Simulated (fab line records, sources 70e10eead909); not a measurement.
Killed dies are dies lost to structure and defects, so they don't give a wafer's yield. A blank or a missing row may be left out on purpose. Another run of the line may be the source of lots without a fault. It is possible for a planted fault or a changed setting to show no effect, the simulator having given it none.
Which tool did it? | flow nand_harc | 24 lots, 72 wafers sampled, at 6 steps of a route of 1302

## WHAT EACH GAUGE READ, for each wafer
The record lacks any reading of a measuring or inspecting step that a usual standard deviation could be used to judge.

## EACH LOT AND THE TOOL THAT RAN IT (in order: tool; ch and the chambers of the sampled wafers; start)
lot  | NHARC_A_STAIRCASE_STRIP_254          | NHARC_A_STAIRCASE_DEP_259       | NHARC_A_STAIRCASE_ETCH_451                    | NHARC_A_STAIRCASE_DEP_280       | NHARC_A_STAIRCASE_HM_DEP_462  | NHARC_A_STAIRCASE_ETCHBACK_157
L075 | plasma_asher-01 ch 0,1, day 16 07:32 | pecvd-01 ch 0,2, day 16 10:11   | rie_diel-03 ch 0,1,2, day 16 18:16 or earlier | pecvd-01 ch 0,2, day 16 18:16   | acl_dep-01 ch 0, day 16 22:16 | rie_diel-03 ch 0,1, day 19 08:19
L074 | plasma_asher-01 ch 0,1, day 16 07:50 | pecvd-02 ch 0,1, day 16 12:02   | rie_diel-11 ch 0,2,3, day 16 21:26 or earlier | pecvd-01 ch 1,2, day 16 21:26   | acl_dep-03 ch 0, day 17 01:44 | rie_diel-13 ch 1,2, day 19 12:52
L076 | plasma_asher-02 ch 0,1, day 16 21:06 | pecvd-02 ch 0,1,2, day 17 01:46 | rie_diel-13 ch 0,1,3, day 17 11:40 or earlier | pecvd-04 ch 1,2, day 17 11:40   | acl_dep-02 ch 0, day 17 14:57 | rie_diel-11 ch 0,3, day 19 17:46
L077 | plasma_asher-01 ch 0,1, day 17 04:57 | pecvd-01 ch 0,1, day 17 11:28   | rie_diel-13 ch 1,2, day 17 17:19 or earlier   | pecvd-04 ch 1,2, day 17 17:19   | acl_dep-02 ch 0, day 17 20:53 | rie_diel-11 ch 0,3, day 19 18:52
L079 | plasma_asher-02 ch 0,1, day 17 22:47 | pecvd-01 ch 0,2, day 18 01:28   | rie_diel-03 ch 0,1, day 18 10:08 or earlier   | pecvd-01 ch 0,2, day 18 10:08   | acl_dep-01 ch 0, day 18 13:19 | rie_diel-13 ch 1,3, day 20 20:18
L078 | plasma_asher-01 ch 0,1, day 17 22:58 | pecvd-01 ch 1,2, day 18 03:21   | rie_diel-13 ch 0,2,3, day 18 11:57 or earlier | pecvd-04 ch 0,2, day 18 11:57   | acl_dep-03 ch 0, day 18 17:58 | rie_diel-11 ch 0,2, day 20 19:33
L080 | plasma_asher-01 ch 0,1, day 18 17:53 | pecvd-01 ch 0,2, day 18 21:07   | rie_diel-13 ch 1,2,3, day 19 03:11 or earlier | pecvd-01 ch 0,1, day 19 03:11   | acl_dep-01 ch 0, day 19 07:50 | rie_diel-11 ch 0,1, day 21 12:58
L081 | plasma_asher-02 ch 0,1, day 18 18:32 | pecvd-04 ch 1,2, day 18 21:22   | rie_diel-11 ch 0,1,3, day 19 03:19 or earlier | pecvd-01 ch 1,2, day 19 03:19   | acl_dep-03 ch 0, day 19 08:57 | rie_diel-11 ch 0,1,2, day 21 11:44
L082 | plasma_asher-01 ch 0,1, day 20 00:46 | pecvd-01 ch 0,1, day 20 06:10   | rie_diel-11 ch 0,3, day 20 12:05 or earlier   | pecvd-02 ch 0,1, day 20 12:05   | acl_dep-03 ch 0, day 20 19:33 | rie_diel-03 ch 1,3, day 22 22:04
L083 | plasma_asher-01 ch 0,1, day 20 01:18 | pecvd-01 ch 0,1, day 20 07:34   | rie_diel-13 ch 0,2, day 20 13:54 or earlier   | pecvd-01 ch 0,1, day 20 13:54   | acl_dep-01 ch 0, day 20 21:47 | rie_diel-03 ch 1,2,3, day 23 05:56
L085 | plasma_asher-02 ch 0,1, day 20 10:37 | pecvd-02 ch 0,1,2, day 20 13:32 | rie_diel-11 ch 0,2,3, day 20 23:23 or earlier | pecvd-02 ch 0,1,2, day 20 23:23 | acl_dep-02 ch 0, day 21 03:29 | rie_diel-03 ch 0,1, day 23 08:31
L084 | plasma_asher-01 ch 0,1, day 20 10:44 | pecvd-04 ch 0,1,2, day 20 13:43 | rie_diel-11 ch 0,1,3, day 20 23:31 or earlier | pecvd-01 ch 0,1, day 20 23:31   | acl_dep-01 ch 0, day 21 03:44 | rie_diel-03 ch 1,2,3, day 23 05:40
L086 | plasma_asher-01 ch 0,1, day 21 12:00 | pecvd-02 ch 0,2, day 21 17:32   | rie_diel-13 ch 1,3, day 22 01:21 or earlier   | pecvd-01 ch 0,1,2, day 22 01:21 | acl_dep-03 ch 0, day 22 07:41 | rie_diel-13 ch 0,3, day 24 13:35
L087 | plasma_asher-02 ch 0,1, day 22 02:40 | pecvd-01 ch 0,1, day 22 06:46   | rie_diel-11 ch 1,2,3, day 22 12:58 or earlier | pecvd-01 ch 0,2, day 22 12:58   | acl_dep-02 ch 0, day 22 17:42 | rie_diel-03 ch 1,2,3, day 24 23:46
L089 | plasma_asher-01 ch 0,1, day 22 02:55 | pecvd-02 ch 1,2, day 22 07:25   | rie_diel-13 ch 0,2,3, day 22 13:50 or earlier | pecvd-04 ch 0,1,2, day 22 13:50 | acl_dep-01 ch 0, day 22 19:08 | rie_diel-13 ch 0,1,3, day 24 23:56
L088 | plasma_asher-02 ch 0,1, day 22 04:20 | pecvd-02 ch 0,1,2, day 22 11:09 | rie_diel-11 ch 0,3, day 22 17:49 or earlier   | pecvd-02 ch 0,1,2, day 22 17:49 | acl_dep-01 ch 0, day 23 00:29 | rie_diel-11 ch 1,2,3, day 25 09:23
L090 | plasma_asher-02 ch 0,1, day 22 15:11 | pecvd-02 ch 0,1,2, day 22 18:23 | rie_diel-11 ch 2,3, day 23 02:19 or earlier   | pecvd-04 ch 0,1, day 23 02:19   | acl_dep-01 ch 0, day 23 05:53 | rie_diel-11 ch 0,1,3, day 25 09:04
L091 | plasma_asher-02 ch 1, day 23 13:33   | pecvd-04 ch 0,2, day 23 16:17   | rie_diel-13 ch 0,1,3, day 24 02:28 or earlier | pecvd-04 ch 0,1, day 24 02:28   | acl_dep-02 ch 0, day 24 06:04 | rie_diel-03 ch 0,3, day 26 08:34
L092 | plasma_asher-01 ch 0,1, day 23 19:32 | pecvd-02 ch 0,1, day 24 03:17   | rie_diel-13 ch 0,3, day 24 11:25 or earlier   | pecvd-01 ch 1,2, day 24 11:25   | acl_dep-03 ch 0, day 24 14:32 | rie_diel-03 ch 0,3, day 26 20:56
L093 | plasma_asher-02 ch 0,1, day 23 19:43 | pecvd-04 ch 0,2, day 24 04:18   | rie_diel-11 ch 0,2,3, day 24 13:14 or earlier | pecvd-02 ch 0,2, day 24 13:14   | acl_dep-02 ch 0, day 24 16:48 | rie_diel-13 ch 1,3, day 26 20:56
L094 | plasma_asher-02 ch 0, day 24 07:26   | pecvd-04 ch 0,1,2, day 24 12:40 | rie_diel-11 ch 1,3, day 24 18:41 or earlier   | pecvd-04 ch 0,1,2, day 24 18:41 | acl_dep-01 ch 0, day 24 23:22 | rie_diel-03 ch 0,2,3, day 26 23:50
L095 | plasma_asher-01 ch 0,1, day 25 04:37 | pecvd-04 ch 0,1,2, day 25 07:17 | rie_diel-13 ch 0,2,3, day 25 16:31 or earlier | pecvd-01 ch 0,2, day 25 16:31   | acl_dep-01 ch 0, day 25 22:01 | rie_diel-13 ch 0,1, day 28 00:37
L096 | plasma_asher-01 ch 0,1, day 25 13:02 | pecvd-01 ch 0,1, day 25 18:18   | rie_diel-13 ch 0,1,2, day 26 02:24 or earlier | pecvd-02 ch 0,1,2, day 26 02:24 | acl_dep-03 ch 0, day 26 05:45 | rie_diel-13 ch 0,1,2, day 28 06:59
L097 | plasma_asher-02 ch 0,1, day 25 20:16 | pecvd-04 ch 0,1, day 26 01:49   | rie_diel-13 ch 1,2,3, day 26 07:52 or earlier | pecvd-01 ch 0,1,2, day 26 07:52 | acl_dep-01 ch 0, day 26 11:50 | rie_diel-13 ch 0,2,3, day 28 19:40
- NHARC_A_STAIRCASE_STRIP_254: strips in O2.
- NHARC_A_STAIRCASE_DEP_259: deposits SiON, target thk 30 nm.
- NHARC_A_STAIRCASE_ETCH_451: etches the open film in CF4/O2, target depth 30 nm, overetch 3 nm, time 16.5 s.
- NHARC_A_STAIRCASE_DEP_280: deposits SiON, target thk 30 nm.
- NHARC_A_STAIRCASE_HM_DEP_462: deposits aC, target thk 800 nm.
- NHARC_A_STAIRCASE_ETCHBACK_157: etches the open film in CH3F/O2, target depth 90 nm, time 167.14 s.

## WHAT THE TOOLS THEMSELVES READ (means of the sampled wafers that have a number; where no wafer has one, the mark that the record gives instead)
NHARC_A_STAIRCASE_STRIP_254.
lot  | tool            | drypump_motor_current_A (A) | heater_power_w (W)
L075 | plasma_asher-01 | 5.1                         | 329
L074 | plasma_asher-01 | 5.1                         | 328
L076 | plasma_asher-02 | 6.0                         | 269
L077 | plasma_asher-01 | 5.5                         | 321
L079 | plasma_asher-02 | 6.1                         | 297
L078 | plasma_asher-01 | 5.1                         | 323
L080 | plasma_asher-01 | 5.5                         | 327
L081 | plasma_asher-02 | 6.1                         | 298
L082 | plasma_asher-01 | 5.5                         | 329
L083 | plasma_asher-01 | 5.2                         | 329
L085 | plasma_asher-02 | 6.0                         | 306
L084 | plasma_asher-01 | 5.5                         | 325
L086 | plasma_asher-01 | 5.5                         | 327
L087 | plasma_asher-02 | 6.0                         | 306
L089 | plasma_asher-01 | 5.1                         | 325
L088 | plasma_asher-02 | 6.1                         | 302
L090 | plasma_asher-02 | 6.0                         | 303
L091 | plasma_asher-02 | 6.2                         | 324
L092 | plasma_asher-01 | 5.5                         | 331
L093 | plasma_asher-02 | 6.0                         | 280
L094 | plasma_asher-02 | 5.9                         | 254
L095 | plasma_asher-01 | 5.1                         | 329
L096 | plasma_asher-01 | 5.1                         | 328
L097 | plasma_asher-02 | 6.0                         | 282

NHARC_A_STAIRCASE_DEP_259.
lot  | tool     | heater_power_w (W)
L075 | pecvd-01 | 636
L074 | pecvd-02 | 671
L076 | pecvd-02 | 689
L077 | pecvd-01 | 720
L079 | pecvd-01 | 660
L078 | pecvd-01 | 740
L080 | pecvd-01 | 631
L081 | pecvd-04 | 646
L082 | pecvd-01 | 732
L083 | pecvd-01 | 749
L085 | pecvd-02 | 610
L084 | pecvd-04 | 693
L086 | pecvd-02 | 633
L087 | pecvd-01 | 729
L089 | pecvd-02 | 644
L088 | pecvd-02 | 652
L090 | pecvd-02 | 658
L091 | pecvd-04 | 720
L092 | pecvd-02 | 673
L093 | pecvd-04 | 795
L094 | pecvd-04 | 680
L095 | pecvd-04 | 705
L096 | pecvd-01 | 767
L097 | pecvd-04 | 699

NHARC_A_STAIRCASE_ETCH_451.
lot  | tool        | chamber_pressure_mTorr (mTorr) | drypump_motor_current_A (A) | o2_flow_sccm (sccm) | oes_o_777_au (a.u.) | oes_product_au (a.u.) | rf_vpp_V (V) | showerhead_plenum_p_Torr (Torr) | throttle_valve_pct (%)
L075 | rie_diel-03 | 29.996                         | 5.3                         | 20.02               | 1.002               | 1.001                 | 195.4        | 1.29                            | 13.401
L074 | rie_diel-11 | 30.004                         | 5.8                         | 19.93               | 1.000               | 1.011                 | 198.8        | 1.39                            | 13.402
L076 | rie_diel-13 | 29.961                         | 5.5                         | 20.01               | 0.996               | 0.998                 | 198.3        | 1.35                            | 13.401
L077 | rie_diel-13 | 29.982                         | 5.1                         | 19.97               | 0.997               | 0.990                 | 197.2        | 1.30                            | 13.392
L079 | rie_diel-03 | 29.997                         | 5.2                         | 20.02               | 1.002               | 1.009                 | 197.1        | 1.27                            | 13.408
L078 | rie_diel-13 | 30.031                         | 5.8                         | 20.03               | 1.002               | 1.000                 | 197.8        | 1.34                            | 13.403
L080 | rie_diel-13 | 29.958                         | 5.2                         | 20.02               | 0.997               | 1.002                 | 197.6        | 1.34                            | 13.395
L081 | rie_diel-11 | 29.990                         | 6.2                         | 19.98               | 0.998               | 0.996                 | 199.5        | 1.39                            | 13.398
L082 | rie_diel-11 | 30.011                         | 6.1                         | 20.01               | 1.000               | 0.995                 | 198.4        | 1.42                            | 13.405
L083 | rie_diel-13 | 29.998                         | 5.9                         | 19.97               | 1.005               | 1.012                 | 197.2        | 1.29                            | 13.402
L085 | rie_diel-11 | 30.013                         | 5.8                         | 20.04               | 0.999               | 0.993                 | 198.9        | 1.38                            | 13.395
L084 | rie_diel-11 | 29.995                         | 6.2                         | 19.98               | 0.999               | 1.000                 | 198.8        | 1.39                            | 13.399
L086 | rie_diel-13 | 30.030                         | 5.1                         | 19.98               | 1.002               | 0.992                 | 197.4        | 1.38                            | 13.395
L087 | rie_diel-11 | 29.975                         | 5.9                         | 19.96               | 0.999               | 0.996                 | 199.1        | 1.34                            | 13.395
L089 | rie_diel-13 | 29.995                         | 5.8                         | 19.99               | 1.005               | 1.001                 | 198.3        | 1.34                            | 13.402
L088 | rie_diel-11 | 29.982                         | 6.1                         | 19.95               | 1.003               | 0.992                 | 199.2        | 1.42                            | 13.398
L090 | rie_diel-11 | 29.999                         | 5.6                         | 20.03               | 1.001               | 0.993                 | 197.9        | 1.33                            | 13.392
L091 | rie_diel-13 | 29.968                         | 5.5                         | 19.98               | 0.999               | 0.999                 | 197.4        | 1.34                            | 13.391
L092 | rie_diel-13 | 30.001                         | 5.6                         | 20.05               | 0.999               | 0.995                 | 198.8        | 1.39                            | 13.405
L093 | rie_diel-11 | 30.011                         | 5.8                         | 20.09               | 0.999               | 0.986                 | 198.5        | 1.37                            | 13.398
L094 | rie_diel-11 | 30.010                         | 6.3                         | 20.02               | 0.996               | 0.979                 | 198.3        | 1.35                            | 13.403
L095 | rie_diel-13 | 29.992                         | 5.8                         | 19.99               | 1.001               | 0.994                 | 196.3        | 1.33                            | 13.400
L096 | rie_diel-13 | 30.005                         | 5.6                         | 20.00               | 1.003               | 0.998                 | 196.2        | 1.28                            | 13.397
L097 | rie_diel-13 | 29.992                         | 5.2                         | 20.00               | 0.998               | 1.001                 | 197.7        | 1.32                            | 13.395

NHARC_A_STAIRCASE_DEP_280.
lot  | tool     | heater_power_w (W)
L075 | pecvd-01 | 674
L074 | pecvd-01 | 675
L076 | pecvd-04 | 661
L077 | pecvd-04 | 638
L079 | pecvd-01 | 585
L078 | pecvd-04 | 852
L080 | pecvd-01 | 692
L081 | pecvd-01 | 736
L082 | pecvd-02 | 687
L083 | pecvd-01 | 754
L085 | pecvd-02 | 654
L084 | pecvd-01 | 737
L086 | pecvd-01 | 728
L087 | pecvd-01 | 678
L089 | pecvd-04 | 684
L088 | pecvd-02 | 680
L090 | pecvd-04 | 730
L091 | pecvd-04 | 744
L092 | pecvd-01 | 691
L093 | pecvd-02 | 574
L094 | pecvd-04 | 728
L095 | pecvd-01 | 657
L096 | pecvd-02 | 664
L097 | pecvd-01 | 698

NHARC_A_STAIRCASE_HM_DEP_462.
lot  | tool       | throttle_valve_pct (%)
L075 | acl_dep-01 | 35.002
L074 | acl_dep-03 | 35.008
L076 | acl_dep-02 | 34.994
L077 | acl_dep-02 | 34.996
L079 | acl_dep-01 | 35.000
L078 | acl_dep-03 | 34.993
L080 | acl_dep-01 | 35.012
L081 | acl_dep-03 | 34.996
L082 | acl_dep-03 | 34.997
L083 | acl_dep-01 | 35.008
L085 | acl_dep-02 | 35.001
L084 | acl_dep-01 | 34.997
L086 | acl_dep-03 | 35.001
L087 | acl_dep-02 | 34.993
L089 | acl_dep-01 | 34.996
L088 | acl_dep-01 | 35.001
L090 | acl_dep-01 | 35.003
L091 | acl_dep-02 | 35.000
L092 | acl_dep-03 | 35.011
L093 | acl_dep-02 | 35.001
L094 | acl_dep-01 | 34.997
L095 | acl_dep-01 | 34.996
L096 | acl_dep-03 | 34.998
L097 | acl_dep-01 | 35.001

NHARC_A_STAIRCASE_ETCHBACK_157.
lot  | tool        | chamber_pressure_mTorr (mTorr) | drypump_motor_current_A (A) | o2_flow_sccm (sccm) | oes_product_au (a.u.) | rf_vpp_V (V) | showerhead_plenum_p_Torr (Torr) | throttle_valve_pct (%)
L075 | rie_diel-03 | 25.007                         | 5.2                         | 30.04               | 0.985                 | 242.5        | 2.33                            | 20.664
L074 | rie_diel-13 | 25.028                         | 5.0                         | 30.02               | 0.994                 | 243.4        | 2.37                            | 20.658
L076 | rie_diel-11 | 24.993                         | 6.1                         | 29.91               | 0.989                 | 246.3        | 2.63                            | 20.665
L077 | rie_diel-11 | 25.004                         | 6.1                         | 29.98               | 0.997                 | 245.9        | 2.63                            | 20.666
L079 | rie_diel-13 | 24.993                         | 5.1                         | 30.01               | 0.925                 | 245.7        | 2.55                            | 20.660
L078 | rie_diel-11 | 24.984                         | 5.8                         | 29.96               | 1.007                 | 244.9        | 2.53                            | 20.667
L080 | rie_diel-11 | 24.986                         | 6.2                         | 30.05               | 0.981                 | 245.0        | 2.48                            | 20.669
L081 | rie_diel-11 | 25.020                         | 5.9                         | 30.00               | 0.979                 | 244.9        | 2.47                            | 20.660
L082 | rie_diel-03 | 24.998                         | 5.5                         | 29.98               | 0.994                 | 244.5        | 2.42                            | 20.660
L083 | rie_diel-03 | 24.977                         | 5.4                         | 30.15               | 0.997                 | 244.2        | 2.41                            | 20.658
L085 | rie_diel-03 | 24.978                         | 4.9                         | 30.02               | 0.999                 | 242.0        | 2.29                            | 20.661
L084 | rie_diel-03 | 25.007                         | 5.5                         | 29.96               | 0.951                 | 243.7        | 2.41                            | 20.663
L086 | rie_diel-13 | 25.004                         | 6.1                         | 29.92               | 0.989                 | 244.5        | 2.47                            | 20.674
L087 | rie_diel-03 | 24.992                         | 5.5                         | 30.03               | 0.941                 | 244.4        | 2.41                            | 20.660
L089 | rie_diel-13 | 24.991                         | 5.5                         | 30.05               | 0.997                 | 245.0        | 2.46                            | 20.668
L088 | rie_diel-11 | 25.007                         | 5.9                         | 29.91               | 0.969                 | 244.2        | 2.46                            | 20.672
L090 | rie_diel-11 | 24.999                         | 6.2                         | 29.94               | 0.990                 | 245.2        | 2.54                            | 20.661
L091 | rie_diel-03 | 24.996                         | 5.5                         | 30.00               | 0.995                 | 243.9        | 2.39                            | 20.671
L092 | rie_diel-03 | 24.996                         | 5.5                         | 30.11               | 0.928                 | 243.1        | 2.38                            | 20.658
L093 | rie_diel-13 | 25.012                         | 4.9                         | 30.12               | 0.965                 | 244.7        | 2.45                            | 20.670
L094 | rie_diel-03 | 25.018                         | 5.7                         | 29.99               | 0.999                 | 243.6        | 2.42                            | 20.664
L095 | rie_diel-13 | 24.993                         | 5.9                         | 30.04               | 1.004                 | 243.7        | 2.37                            | 20.665
L096 | rie_diel-13 | 24.997                         | 5.6                         | 29.94               | 0.923                 | 242.7        | 2.36                            | 20.662
L097 | rie_diel-13 | 25.028                         | 5.8                         | 29.99               | 1.008                 | 244.4        | 2.44                            | 20.655

## THE ANSWER, worked out from the rows above alone
Rule: the usual values come from the lots themselves. Put in order of their means at a reading, lots are off if they are a third of the lots or fewer, leave a main group of 4 or more, and stand apart from it by a gap of 3 or more times the standard deviation of the main group's means; of several such gaps the widest counts. A main group is skipped when, at the precision printed for the reading in the tables above, its means are all equal. A lot without any number at a reading at which 4 lots or more have one is off too. All remaining lots with rows at the step are treated as sound. The gauges are gone through in route order, then the tools' own readings, and for those a lot's mean is taken as printed above. At the first step where some lot is off, the reading lying furthest off is the one used; lots without a number count as furthest.
Across all readings shown, no lot is off: no conclusion can be drawn from this.

## WHAT THE SIMULATOR HAD PUT IN
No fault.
